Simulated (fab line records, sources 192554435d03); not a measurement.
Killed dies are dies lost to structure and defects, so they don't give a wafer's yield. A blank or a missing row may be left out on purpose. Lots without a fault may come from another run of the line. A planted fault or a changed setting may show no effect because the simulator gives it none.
Chamber matching | flow n5_finfet | N5_SPACER0_ALD_00 on ald_sin-01: 4 sister chambers
The step deposits SiOCN, target thk 3.5 nm, pulse time 3 s, purge time 2 s. 16 wafers are shown with their chamber, then 8 later ones without.

WAFERS WITH THEIR CHAMBER
wafer  | chamber | heater_power_w (W) | precursor_pulse_height_rel
L080.1 | 3       | 885                | 0.971
L080.4 | 1       | 713                | 1.045
L080.6 | 0       | 908                | 1.000
L081.4 | 3       | 885                | 0.998
L081.5 | 1       | 683                | 0.984
L081.6 | 0       | 873                | 1.013
L084.1 | 3       | 904                | 0.981
L084.2 | 0       | 899                | 0.988
L084.3 | 2       | 810                | 1.025
L087.2 | 1       | 721                | 0.990
L087.3 | 0       | 907                | 0.974
L087.6 | 0       | 902                | 0.987
L088.1 | 0       | 910                | 1.002
L088.3 | 1       | 714                | 0.974
L088.4 | 3       | 872                | 0.974
L089.3 | 0       | 901                | 0.994

SIGNATURES (means of the wafers above)
reading                    | chamber 0 | chamber 1 | chamber 2 | chamber 3 | scatter within a chamber
heater_power_w             | 900.00    | 707.75    | 810.00    | 886.50    | 13.9
precursor_pulse_height_rel | 0.99400   | 0.99825   | 1.02500   | 0.98100   | 0.0192
Rule: a wafer's distance from a chamber is the root of the sum, over the readings, of the square of ((its reading less the chamber's mean) divided by the reading's scatter). The wafer belongs to the nearest chamber; if the next one is less than 2 further off, it can't be placed. The scatter: the root of (the sum of the squares of (reading less its chamber's mean) over the shown wafers, divided by (wafers less chambers)).

WAFERS WITHOUT THEIR CHAMBER
wafer  | heater_power_w (W) | precursor_pulse_height_rel
L089.5 | 921                | 0.979
L089.6 | 827                | 0.950
L090.2 | 913                | 1.011
L090.5 | 812                | 1.003
L090.6 | 688                | 0.997
L091.2 | 715                | 1.005
L091.5 | 891                | 0.985
L091.6 | 833                | 0.994

WHICH CHAMBER EACH WENT THROUGH
wafer  | from the rows above          | in truth
L089.5 | can't be placed: 0 or 3      | 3
L089.6 | can't be placed: 2 or 3 or 0 | 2
L090.2 | can't be placed: 0 or 3      | 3
L090.5 | 2                            | 2
L090.6 | 1                            | 1
L091.2 | 1                            | 1
L091.5 | can't be placed: 3 or 0      | 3
L091.6 | can't be placed: 2 or 3      | 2
Placed correctly: 3 of 8. Can't be placed from these rows: 5 (the true chamber is among the candidates in 5). Placed wrongly: 0.
